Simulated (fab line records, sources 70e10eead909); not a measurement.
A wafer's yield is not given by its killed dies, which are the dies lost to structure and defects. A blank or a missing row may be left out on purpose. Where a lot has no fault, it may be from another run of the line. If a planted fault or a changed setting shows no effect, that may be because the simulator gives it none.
Matching of chambers ; flow nand_harc ; 4 sister chambers for NHARC_A_M1_ETCH_35 on rie_diel-08
The step etches the open film in N2/H2, target depth 40 nm, overetch 12 nm, time 43.94 s. 24 wafers are shown with their chamber, then 12 later ones without.

## WAFERS PAIRED WITH THEIR CHAMBERS
wafer;chamber;drypump_motor_current_A (A);rf_vpp_V (V);oes_product_au (a.u.)
L075.2;3;5.7;432.4;1.012
L075.4;0;6.0;430.3;1.004
L075.5;0;6.0;431.7;1.002
L079.2;1;5.1;429.4;0.996
L079.3;3;5.7;432.1;0.994
L079.5;3;5.7;432.6;0.998
L080.3;3;5.7;432.9;0.995
L080.5;2;5.2;431.0;0.992
L080.6;1;5.1;429.7;0.994
L082.4;2;5.2;430.2;1.001
L082.5;3;5.7;431.6;1.003
L082.6;2;5.3;430.5;0.991
L085.3;0;6.0;429.4;0.996
L085.4;1;5.1;430.5;0.996
L085.5;3;5.7;432.9;1.003
L086.2;1;5.1;427.8;1.000
L086.5;0;6.0;430.9;1.002
L086.6;1;5.1;430.5;0.998
L084.4;0;6.0;428.1;1.003
L084.5;1;5.1;428.7;0.991
L084.6;0;6.0;430.9;0.995
L089.1;1;5.1;429.2;0.996
L089.2;2;5.2;429.2;0.995
L089.3;0;6.0;428.3;1.004

SIGNATURES (means of the wafers above)
reading;chamber 0;chamber 1;chamber 2;chamber 3;scatter within a chamber
drypump_motor_current_A;6.000;5.100;5.225;5.700;0.0194
rf_vpp_V;429.943;429.400;430.225;432.417;1
oes_product_au;1.00086;0.99586;0.99475;1.00083;0.00457
Rule: distance of a wafer from a chamber = root of the sum over the readings of ((wafer's reading minus chamber's mean) / reading's scatter) squared. If the next closest chamber is less than 2 further off than the closest, the wafer can't be placed; otherwise it belongs to the closest. How the scatter is found: for the shown wafers, subtract from each reading the mean of its chamber, square and add these, divide the total by (wafers less chambers), then take the root.

## WAFERS WITH NO CHAMBER GIVEN
wafer;drypump_motor_current_A (A);rf_vpp_V (V);oes_product_au (a.u.)
L089.4;5.7;433.0;0.998
L089.5;5.7;432.2;1.000
L089.6;6.0;430.2;1.002
L092.1;5.3;431.6;0.980
L092.2;5.7;431.4;0.990
L092.5;5.7;432.2;0.983
L093.2;5.3;429.5;0.989
L093.3;5.1;429.2;0.997
L093.4;6.0;430.3;0.990
L097.1;5.7;432.3;0.993
L097.2;5.1;428.3;0.988
L097.5;5.3;429.7;0.996

## WHICH CHAMBER EACH ONE RAN IN
wafer;from the rows above;in truth
L089.4;3;3
L089.5;3;3
L089.6;0;0
L092.1;2;2
L092.2;3;3
L092.5;3;3
L093.2;2;2
L093.3;1;1
L093.4;0;0
L097.1;3;3
L097.2;1;1
L097.5;2;2
Placed correctly: 12 of 12. From these rows, 0 cannot be placed. 0 placed wrongly.
